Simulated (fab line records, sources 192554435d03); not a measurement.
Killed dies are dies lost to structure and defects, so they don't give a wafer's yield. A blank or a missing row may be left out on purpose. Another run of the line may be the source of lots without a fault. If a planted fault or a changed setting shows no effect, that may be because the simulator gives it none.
fab line records	flow n5Finfet
[record] lots = 9	wafers = 27	lastDay = 18
route steps=1938 shown BEOL_M3@955 BEOL_M4@1111 PASSIVATION@1936
lots untouched by any fault: they come from a run of this same line in which no faults occurred
startH: the number of hours between the record's first day and the start of the first shown wafer of the lot	waitH: hours elapsed since this lot's preceding step	" the same as in the row above	L1.1+2: a row that stands for several wafers	- value missing, or start not given	* or withheld: withheld	< > ~ a bound
route shown NAME@n: names a module that has steps shown in the file, with the first one's number in the route	usual: mean/standard deviation of fault-free wafers	same: alike in all rows	chamber/n: place in a boat	sites: each site's reading	_std_site: their standard deviation	_edge_site: the outer-site mean with the inner-site mean subtracted	radiusMm: how far each site lies from the wafer's centre	mask NAME#n: copy n	behind: the most recent tool/chamber to have shaped the wafer	hold: what put the lot on hold/how long, in hours/how the hold closed	device: which transistor (n, p or np) failed to switch	end of line: the route-end tests of the same wafers	for a step that has no rows: nothing shown but its recipe	killed: the dies lost at the first sort to structure and to defects; this is not the yield of the wafer	map: per-die view of a wafer (x killed, . not killed, _ where there is no die)
set.NAME: setting as actually run; set.NAME@STEP: the setting as run at that earlier step	model.NAME: the simulator's own value behind a step, which no gauge read
route steps across a sampled set of lots; one table per step, one row per wafer
services: from which hour (startH, from the record's first day; less than 0 if before it) a tool's chamber was out of use, for how many hours, and why
[[steps]]
[step N5_BEOL_M3_STRIP_19]
[recipe] chemistry = O2	powerW = 400	tempC = 40	pressureMtorr = 30	rfFrequencyHz = 6e+07	biasPowerW = 0	overashFraction = 0.2	o2FlowSccm = 225
[usual] drypumpMotorCurrentA = 5.6/0.5	oesProductAu = 0.77/0.077	rfVppV = 3.6/0.47	showerheadPlenumPTorr = 2.08/0.067	throttleValvePct = 16.79/0.3
lot.wafer	tool	chamber	startH	waitH	drypumpMotorCurrentA	oesProductAu	rfHoursCounterH	rfVppV	showerheadPlenumPTorr	throttleValvePct
L120.1	rieDiel-06	3	209.41	0.1	5.3	0.72	178	3.9	1.98	16.89
L120.3	"	0	"	"	5.3	0.84	68	3.7	2.05	16.88
L120.4	"	2	"	"	4.8	0.92	-	3.8	2.14	16.30
L119.2	rieDiel-06	0	210.17	0.2	5.3	0.85	69	3.1	2.05	16.91
L119.4	"	2	"	"	4.8	0.92	-	2.7	2.14	16.32
L119.5	"	0	"	"	5.3	0.85	-	4.7	2.05	16.89
L121.3	rieDiel-06	0	226.70	0.2	5.3	0.83	-	4.1	2.05	16.90
L121.5	"	3	"	"	5.3	0.71	-	3.4	1.97	16.90
L121.6	"	0	"	"	5.3	0.83	-	4.0	2.05	16.90
L122.1	rieDiel-04	0	230.81	0.1	5.6	0.94	9	3.7	2.08	16.81
L122.2	"	3	"	"	5.3	0.71	225	3.9	2.16	16.64
L122.5	"	2	"	"	6.1	0.68	-	3.1	2.16	17.11
L123.2	rieDiel-06	3	231.01	0.1	5.3	0.72	187	3.1	1.97	16.89
L123.4	"	0	"	"	5.3	0.83	-	3.6	2.05	16.90
L123.6	"	0	"	"	5.3	0.83	-	2.9	2.05	16.92
L125.2	rieDiel-02	3	240.32	0.1	5.1	0.76	149	3.7	2.00	17.06
L125.4	"	0	"	"	5.9	0.74	191	4.3	2.06	16.98
L125.6	"	1	"	"	5.9	0.83	-	3.1	2.04	16.43
L130.4	rieDiel-04	2	275.59	0.3	6.2	0.68	250	3.1	2.16	17.13
L130.5	"	3	"	"	5.3	0.69	-	3.6	2.16	16.67
L130.6	"	0	"	"	5.6	0.92	-	4.4	2.07	16.83
L131.1	rieDiel-06	2	276.43	0.1	4.8	0.87	30	3.5	2.14	16.34
L131.5	"	3	"	"	5.3	0.70	-	4.0	1.97	16.94
L131.6	"	0	"	"	5.3	0.81	-	3.8	2.05	16.94
L132.1	rieDiel-02	3	295.14	0.1	5.1	0.75	164	4.2	1.99	17.08
L132.2	"	2	"	"	5.8	0.94	5	3.7	2.03	16.07
L132.3	"	1	"	"	5.9	0.80	105	4.1	2.03	16.46
[step N5_BEOL_M3_INSPECT_30]
[recipe] mode = adi	inspectInstrument = brightfield
[usual] rawDefectCount = 422/92
lot.wafer	tool	chamber	startH	waitH	rawDefectCount
L120.1	defectInspect-02	-	209.89	0.1	381
L120.3	"	-	"	"	411
L120.4	"	-	"	"	378
L119.2	defectInspect-01	-	210.77	0.0	309
L119.4	"	-	"	"	380
L119.5	"	-	"	"	296
L121.3	defectInspect-02	-	227.32	0.0	285
L121.5	"	-	"	"	403
L121.6	"	-	"	"	341
L122.1	defectInspect-02	-	231.28	0.1	376
L122.2	"	-	"	"	348
L122.5	"	-	"	"	677
L123.2	defectInspect-01	-	231.52	0.0	444
L123.4	"	-	"	"	332
L123.6	"	-	"	"	505
L125.2	defectInspect-02	-	240.80	0.0	373
L125.4	"	-	"	"	403
L125.6	"	-	"	"	312
L130.4	defectInspect-01	-	276.06	0.0	394
L130.5	"	-	"	"	429
L130.6	"	-	"	"	437
L131.1	defectInspect-01	-	277.03	0.1	272
L131.5	"	-	"	"	520
L131.6	"	-	"	"	346
L132.1	defectInspect-02	-	295.62	0.1	489
L132.2	"	-	"	"	443
L132.3	"	-	"	"	324
[step N5_BEOL_M3_ETCHBACK_99]
[recipe] chemistry = CHF3	target = SiO2	targetDepthA = 50	timeS = 10.4	sourceW = 215	biasW = 47	Ar_flow_sccm = 200	CHF3_flow_sccm = 12	ionEnergyEv = 100	pressureMtorr = 30
[usual] CHF3_flow_sccm = 12.00/0.036	biasW = 46.97/0.14	drypumpMotorCurrentA = 5.7/0.48	oesProductAu = 0.77/0.081	rfVppV = 241/7.4	showerheadPlenumPTorr = 2.13/0.057	throttleValvePct = 17.2/0.35
lot.wafer	tool	chamber	startH	waitH	CHF3_flow_sccm	biasW	drypumpMotorCurrentA	oesProductAu	rfHoursCounterH	rfVppV	showerheadPlenumPTorr	throttleValvePct
L120.1	rieDiel-02	2	217.43	6.4	-	-	-	-	-	-	-	-
L120.3	"	3	"	"	-	-	-	-	-	-	-	-
L120.4	"	0	"	"	-	-	-	-	-	-	-	-
L119.2	rieDiel-04	3	217.57	6.4	-	-	-	-	-	-	-	-
L119.4	"	2	"	"	-	-	-	-	-	-	-	-
L119.5	"	1	"	"	-	-	-	-	-	-	-	-
L121.3	rieDiel-06	3	229.41	1.9	-	-	-	-	-	-	-	-
L121.5	"	0	"	"	-	-	-	-	-	-	-	-
L121.6	"	3	"	"	-	-	-	-	-	-	-	-
L123.2	rieDiel-02	2	232.91	1.2	11.97	47.02	5.8	0.66	242	245	2.11	16.9
L123.4	"	0	"	"	12.08	46.74	5.9	0.73	190	233	2.14	17.5
L123.6	"	1	"	"	12.06	46.99	5.9	0.82	-	232	2.08	16.8
L122.1	rieDiel-04	2	243.50	12.0	12.00	47.11	6.1	0.67	240	241	2.22	17.5
L122.2	"	1	"	"	11.99	46.94	6.5	0.78	126	255	2.13	16.7
L122.5	"	0	"	"	12.05	46.81	5.6	0.92	-	234	2.11	17.1
L125.2	rieDiel-06	3	243.53	2.5	12.03	46.84	5.3	0.72	191	235	2.06	17.5
L125.4	"	2	"	"	12.01	46.89	4.8	0.89	-	237	2.22	16.9
L125.6	"	0	"	"	11.96	46.77	5.3	0.82	-	243	2.08	17.2
L130.4	rieDiel-02	1	282.30	4.7	12.01	47.07	5.9	0.81	100	232	2.07	16.8
L130.5	"	3	"	"	11.97	47.33	5.1	0.76	-	246	2.08	17.7
L130.6	"	2	"	"	11.98	47.08	5.8	0.97	-	244	2.11	16.5
L131.1	rieDiel-04	0	283.15	5.4	12.02	47.01	5.6	0.90	22	234	2.10	17.1
L131.5	"	1	"	"	11.94	47.18	6.5	0.75	-	258	2.13	16.7
L131.6	"	0	"	"	11.95	47.05	5.6	0.89	-	236	2.10	17.1
L132.1	rieDiel-04	3	302.28	5.9	12.05	47.03	5.3	0.68	240	244	2.23	17.1
L132.2	"	1	"	"	12.06	46.93	6.5	0.75	148	255	2.12	16.7
L132.3	"	2	"	"	11.97	47.16	6.1	0.97	0	240	2.22	17.1
[step N5_BEOL_M3_TRENCH_ETCH_37]
[recipe] chemistry = C4F6/O2	targetDepthA = 555.55	target = SiOC	timeS = 29.2	ionEnergyEv = 250	pressureMtorr = 30	sourceW = 355	biasW = 185	Ar_flow_sccm = 300	C4F6_flow_sccm = 10	O2_flow_sccm = 10
[usual] drypumpMotorCurrentA = 5.7/0.48	oesProductAu = 0.77/0.08	rfVppV = 667/20	showerheadPlenumPTorr = 2.82/0.073	throttleValvePct = 20.9/0.39
lot.wafer	tool	chamber	startH	waitH	drypumpMotorCurrentA	oesProductAu	rfHoursCounterH	rfVppV	showerheadPlenumPTorr	throttleValvePct
L120.1	rieDiel-02	2	-	-	5.8	0.66	237	676	2.79	20.6
L120.3	"	3	"	"	5.0	0.77	143	677	2.76	21.5
L120.4	"	0	"	"	6.0	0.74	185	649	2.84	21.3
L119.2	rieDiel-04	3	-	-	5.3	0.69	221	673	2.96	20.9
L119.4	"	2	"	"	6.1	0.68	233	664	2.94	21.3
L119.5	"	1	"	"	6.5	0.77	-	707	2.82	20.4
L121.3	rieDiel-06	3	-	-	5.3	0.73	-	650	2.73	21.3
L121.5	"	0	"	"	5.3	0.82	-	673	2.76	21.0
L121.6	"	3	"	"	5.3	0.73	-	650	2.73	21.3
L123.2	rieDiel-02	2	-	-	5.8	0.66	242	676	2.79	20.6
L123.4	"	0	"	"	6.0	0.74	190	651	2.83	21.3
L123.6	"	1	"	"	5.9	0.82	-	638	2.76	20.5
L122.1	rieDiel-04	2	-	-	6.1	0.68	240	664	2.93	21.4
L122.2	"	1	"	"	6.5	0.77	126	706	2.82	20.4
L122.5	"	0	"	"	5.6	0.93	-	651	2.79	20.9
L125.2	rieDiel-06	3	-	-	5.3	0.72	191	649	2.73	21.3
L125.4	"	2	"	"	4.8	0.89	-	659	2.94	20.7
L125.6	"	0	"	"	5.4	0.81	-	670	2.76	21.0
L130.4	rieDiel-02	1	-	-	5.9	0.80	100	639	2.75	20.6
L130.5	"	3	"	"	5.0	0.76	-	678	2.76	21.5
L130.6	"	2	"	"	5.8	0.98	-	678	2.79	20.3
L131.1	rieDiel-04	0	-	-	5.6	0.89	22	650	2.79	20.9
L131.5	"	1	"	"	6.5	0.75	-	706	2.81	20.4
L131.6	"	0	"	"	5.6	0.89	-	651	2.79	20.9
L132.1	rieDiel-04	3	-	-	5.3	0.68	240	673	2.95	20.9
L132.2	"	1	"	"	6.5	0.76	149	705	2.81	20.4
L132.3	"	2	"	"	6.1	0.97	0	666	2.93	20.9
[step N5_BEOL_M4_RC_MEAS_101]
[usual] DIBL_N = 35.4/2.1	DIBL_P = 34.8/2.6	IOFF_N = 0.15/0.037	IOFF_P = 0.19/0.037	ION_N = 677/16	ION_P = 462/9.3	SS_N = 71.4/0.75	SS_P = 72.9/0.77	VT_N = 250/3.7	VT_P = -251/3.5
lot.wafer	tool	chamber	startH	waitH	DIBL_N[mV/V]	DIBL_P[mV/V]	IOFF_N[nA/um]	IOFF_P[nA/um]	ION_N[uA/um]	ION_P[uA/um]	SS_N[mV/dec]	SS_P[mV/dec]	VT_N[mV]	VT_P[mV]
L123.2	prober-01	0	252.84	0.2	35.2	34.9	0.15	0.21	683	467	71.2	73.5	248	-248
L123.4	"	0	"	"	35.3	34.9	0.14	0.21	679	469	71.3	73.1	249	-249
L123.6	"	0	"	"	33.4	32.1	0.12	0.17	674	462	71.4	72.2	254	-250
L122.1	prober-02	0	258.33	0.0	33.6	33.6	0.15	0.20	688	480	70.6	72.4	246	-248
L122.2	"	0	"	"	35.7	36.7	0.18	0.24	682	469	71.7	72.5	248	-248
L122.5	"	0	"	"	34.1	34.6	0.16	0.22	700	479	71.4	72.1	246	-250
L125.2	prober-02	0	260.80	0.2	38.6	39.2	0.20	0.24	681	474	72.1	73.5	248	-249
L125.4	"	0	"	"	33.9	33.0	0.12	0.15	668	460	71.0	72.4	252	-255
L125.6	"	0	"	"	39.1	38.8	0.18	0.23	672	464	71.7	73.8	251	-251
L130.4	prober-01	0	303.34	0.5	35.9	34.1	0.13	0.15	656	449	71.6	72.8	255	-254
L130.5	"	0	"	"	39.2	39.1	0.20	0.22	709	469	72.2	74.6	245	-253
L130.6	"	0	"	"	35.8	33.8	0.13	0.14	668	445	71.5	73.2	254	-261
L131.1	prober-01	0	303.81	0.3	40.6	40.7	0.28	0.31	709	480	73.2	74.6	241	-246
L131.5	"	0	"	"	38.2	37.9	0.23	0.25	708	479	72.2	73.6	244	-245
L131.6	"	0	"	"	36.6	36.7	0.18	0.22	702	478	72.0	73.9	246	-247
L132.1	prober-01	0	327.31	0.0	35.5	35.0	0.15	0.23	676	468	71.7	73.1	254	-243
L132.2	"	0	"	"	32.7	31.9	0.11	0.18	672	472	70.3	71.7	254	-247
L132.3	"	0	"	"	35.4	36.6	0.16	0.25	688	474	71.5	72.9	249	-244
[step N5_PASSIVATION_PROBE_49]
[usual] defectLimitedYield = 90.5/1.7	killed_at_M0_to_M3 = 37/12	killed_at_M4_up = 14/5.2	killedAtContacts = 12/5.9	killedAtFrontEnd = 45/14	killedAtOther = 3.5/2.8	killedDies = 112/21	killedOnRim = 15/4.5	killedOpen = 73/15	killedShort = 36/8.9	sort_bin_4_leakage = 0.00/0.007	sort_bin_5_function = 5.6/1.2	sort_bin_6_memory = 3.5/0.68	sort_bin_8_speed = 0.01/0.1	sortNPass = 1068/21	sortYieldPct = 90.5/1.8
[same] grossDies = 1180	killedAtBackSide = 0
lot.wafer	tool	chamber	startH	waitH	defectLimitedYield[%]	killed_at_M0_to_M3	killed_at_M4_up	killedAtContacts	killedAtFrontEnd	killedAtOther	killedDies	killedOnRim	killedOpen	killedShort	sort_bin_4_leakage[%]	sort_bin_5_function[%]	sort_bin_6_memory[%]	sort_bin_8_speed[%]	sortNPass	sortYieldPct[%]
L119.2	prober-01	-	342.66	0.1	0	1119	12	11	33	5	1180	152	53	32	0	96.9	2.8	0	0	0
L119.4	prober-01	-	342.76	0.2	0	1120	10	3	46	1	1180	152	55	26	0	97.4	2.5	0	0	0
L119.5	prober-01	-	342.81	0.2	0	1125	9	7	38	1	1180	152	50	30	0	97.3	2.4	0	0	0
L120.1	prober-01	-	343.00	0.0	0	1076	14	11	75	4	1180	152	94	54	0	95.3	4.1	0	0	0
L120.3	prober-01	-	343.10	0.1	0	1108	10	10	49	3	1180	152	83	36	0	95.9	3.7	0	0	0
L120.4	prober-01	-	343.15	0.2	0	1117	8	4	47	4	1180	152	74	33	0	95.9	3.5	0	0	0
L121.3	prober-02	-	361.18	0.1	0	1081	11	10	74	4	1180	152	84	38	0	96.3	3.6	0	0	0
L121.5	prober-02	-	361.28	0.2	0	1097	18	12	49	4	1180	152	92	31	0	95.8	3.9	0	0	0
L121.6	prober-02	-	361.33	0.3	0	1104	7	11	57	1	1180	152	54	37	0	97.1	2.5	0	0	0
// killed by level:class
L119.2 BEOL_M3:areaEtchback=1094 MOL_CONTACT_COAG:geometricParticle:open=10 FIN_SAQP:geometricParticle:short=6 GATE_CUT:geometricParticle:short=6 FIN_SAQP:geometricParticle:open=5 BEOL_M0_SAQP:geometricParticle:open=5 BEOL_M4:geometricParticle:open=5 BEOL_M1:geometricParticle:open=5
L119.4 BEOL_M3:areaEtchback=1098 FIN_SAQP:geometricParticle:open=16 FIN_SAQP:geometricParticle:short=8 STI_FIN_REVEAL:geometricParticle:open=5 GATE_CUT:geometricParticle:short=5 BEOL_M0_SAQP:geometricParticle:open=5 BEOL_M4:geometricParticle:open=5 BEOL_M2:geometricParticle:open=4
L119.5 BEOL_M3:areaEtchback=1098 STI_FIN_REVEAL:geometricParticle:open=7 GATE_CUT:geometricParticle:short=6 BEOL_M2:geometricParticle:open=6 BEOL_M3:geometricParticle:open=6 FIN_SAQP:geometricParticle:short=5 MOL_CONTACT_COAG:geometricParticle:short=5 BEOL_M0:geometricParticle:open=5
L120.1 BEOL_M3:areaEtchback=1030 FIN_SAQP:geometricParticle:short=23 FIN_SAQP:geometricParticle:open=18 BEOL_M0_SAQP:geometricParticle:open=12 MOL_CONTACT_COAG:geometricParticle:open=10 BEOL_M0_SAQP:geometricParticle:short=10 BEOL_M3:geometricParticle:open=9 STI_FIN_REVEAL:geometricParticle:open=7
L120.3 BEOL_M3:areaEtchback=1061 STI_FIN_REVEAL:geometricParticle:open=12 BEOL_M2:geometricParticle:open=12 FIN_SAQP:geometricParticle:open=11 MOL_CONTACT_COAG:geometricParticle:open=8 DUMMY_GATE:geometricParticle:open=8 BEOL_M0_SAQP:geometricParticle:short=8 BEOL_M1:geometricParticle:open=7
L120.4 BEOL_M3:areaEtchback=1072 BEOL_M0_SAQP:geometricParticle:open=15 BEOL_M0_SAQP:geometricParticle:short=11 FIN_SAQP:geometricParticle:open=10 DUMMY_GATE:geometricParticle:open=9 STI_FIN_REVEAL:geometricParticle:open=8 BEOL_M1:geometricParticle:open=8 FIN_SAQP:geometricParticle:short=6
L121.3 BEOL_M3:areaEtchback=1056 STI_FIN_REVEAL:geometricParticle:open=23 GATE_CUT:geometricParticle:short=11 FIN_SAQP:geometricParticle:open=9 BEOL_M2:geometricParticle:open=9 MOL_CONTACT_COAG:geometricParticle:open=8 BEOL_M0_SAQP:geometricParticle:open=7 FIN_SAQP:geometricParticle:short=6
L121.5 BEOL_M3:areaEtchback=1057 BEOL_M2:geometricParticle:open=20 MOL_CONTACT_COAG:geometricParticle:open=11 BEOL_M0_SAQP:geometricParticle:open=10 FIN_SAQP:geometricParticle:open=9 FIN_SAQP:geometricParticle:short=9 BEOL_M4:geometricParticle:open=9 STI_FIN_REVEAL:geometricParticle:open=5
L121.6 BEOL_M3:areaEtchback=1087 STI_FIN_REVEAL:geometricParticle:open=11 MOL_CONTACT_COAG:geometricParticle:open=10 FIN_SAQP:geometricParticle:short=8 GATE_CUT:geometricParticle:short=7 FIN_SAQP:geometricParticle:open=6 GATE_CUT:geometricParticle:open=6 STARTING-WAFER:geometricParticle:open=5
[[services]]
tool	chamber	startH	hours	kind
rieDiel-04	0	186.86	-	clean
rieDiel-04	0	186.86	-	consumableReplace:focusRing
rieDiel-04	0	186.86	14.6	scheduledDown
rieDiel-04	0	186.86	14.6	ventCycle
rieDiel-02	3	191.84	6.5	repair
rieDiel-04	2	198.53	2.8	repair
rieDiel-06	2	218.19	13.6	repair
rieDiel-06	0	220.16	6.2	repair
rieDiel-02	3	243.66	9.1	repair
rieDiel-02	2	249.10	3.6	repair
rieDiel-02	2	265.88	-	clean
rieDiel-02	2	265.88	-	consumableReplace:focusRing
rieDiel-02	2	265.88	14.2	scheduledDown
rieDiel-02	2	265.88	14.2	ventCycle
rieDiel-06	-	266.11	2.8	pm
rieDiel-04	0	266.58	4.5	repair
rieDiel-04	2	276.19	-	clean
rieDiel-04	2	276.19	-	consumableReplace:focusRing
rieDiel-04	2	276.19	25.5	scheduledDown
rieDiel-04	2	276.19	25.5	ventCycle
[[key]]
[firstSign] step = N5_BEOL_M3_ETCHBACK_99	reading = toolRecord	direction = missing
[effect] step = N5_PASSIVATION_PROBE_49	reading = killed_at_M0_to_M3	direction = up	sigmas = 88	usual = 37	struck = 1105
[moreKillsBornAt] N5_BEOL_M3_ETCHBACK_99@rieDiel-04 = 3290	N5_BEOL_M3_ETCHBACK_99@rieDiel-06 = 3200	N5_BEOL_M3_ETCHBACK_99@rieDiel-02 = 3163
metAt N5_BEOL_M3_ETCHBACK_99
struckLots L119,L120,L121
laterRowsLeftOut L119.2,L119.4,L119.5,L120.1,L120.3,L120.4,L121.3,L121.5,L121.6
notActingAt N5_BEOL_M3_STRIP_19,N5_BEOL_M3_INSPECT_30,N5_BEOL_M3_TRENCH_ETCH_37
[fault] kind = skippedStepWhole	tool = rieDiel-02,rieDiel-04,rieDiel-06	chamber = -	onsetH = 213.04	steps = N5_BEOL_M3_ETCHBACK_99	scope = struckLotsOnly
// laterRowsLeftOut: the simulator's readings of these wafers behind a module that went badly wrong aren't trusted and aren't shown, but for the sort
